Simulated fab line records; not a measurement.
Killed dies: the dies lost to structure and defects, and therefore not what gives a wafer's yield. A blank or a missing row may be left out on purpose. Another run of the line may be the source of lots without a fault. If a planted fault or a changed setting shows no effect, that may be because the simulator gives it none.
Matching of chambers ; flow n5-finfet ; cmp-04 running N5_HKMG_FIN_CMP_94: 4 sister chambers
The step polishes, stops on SiNx, t overpolish 4.7 s, target thk 43.299 nm. 8 wafers are shown with their chamber, then 9 later ones without.

== WAFERS WITH THEIR CHAMBER ==
wafer;chamber;motor-current-A (A);slurry-flow-ml-min
L074.5;0;11.8;150.0
L075.6;0;11.1;149.2
L076.4;3;12.0;149.8
L082.1;3;11.2;150.4
L085.6;2;12.7;149.2
L087.1;2;12.8;150.3
L087.2;1;11.9;150.0
L087.6;1;12.5;149.9

== WAFERS MISSING THEIR CHAMBER ==
wafer;motor-current-A (A);slurry-flow-ml-min
L089.2;11.9;149.7
L089.3;13.3;149.7
L089.5;11.5;150.4
L095.2;13.0;150.2
L095.3;12.4;150.2
L095.4;12.5;150.0
L097.2;11.4;149.1
L097.3;12.4;149.1
L097.4;11.7;150.3

== WHICH CHAMBER EACH WENT THROUGH ==
wafer;from the rows above;in truth
L089.2;can't be placed: 1 or 3 or 0 or 2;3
L089.3;can't be placed: 2 or 1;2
L089.5;can't be placed: 3 or 0 or 1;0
L095.2;can't be placed: 2 or 1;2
L095.3;can't be placed: 1 or 2 or 3 or 0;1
L095.4;can't be placed: 1 or 2 or 3 or 0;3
L097.2;can't be placed: 0 or 3 or 1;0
L097.3;can't be placed: 2 or 1 or 0 or 3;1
L097.4;can't be placed: 3 or 1 or 0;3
Placed correctly: 0 of 9. Not placeable from these rows: 9 (in 9, the candidates include the true chamber). Placed wrongly: 0.
How it was worked out, from the rows above alone: a wafer's distance from a chamber is the root of the sum, over the readings, of the square of ((its reading less the chamber's mean) divided by the reading's scatter). If the next closest chamber is less than 2 further off than the closest, the wafer can't be placed; otherwise it belongs to the closest. For every chamber, the mean is computed from those of its wafers that are shown. The scatter is the square root of a quotient: the sum, over the shown wafers, of each reading's squared deviation from its chamber's mean, divided by wafers minus chambers.
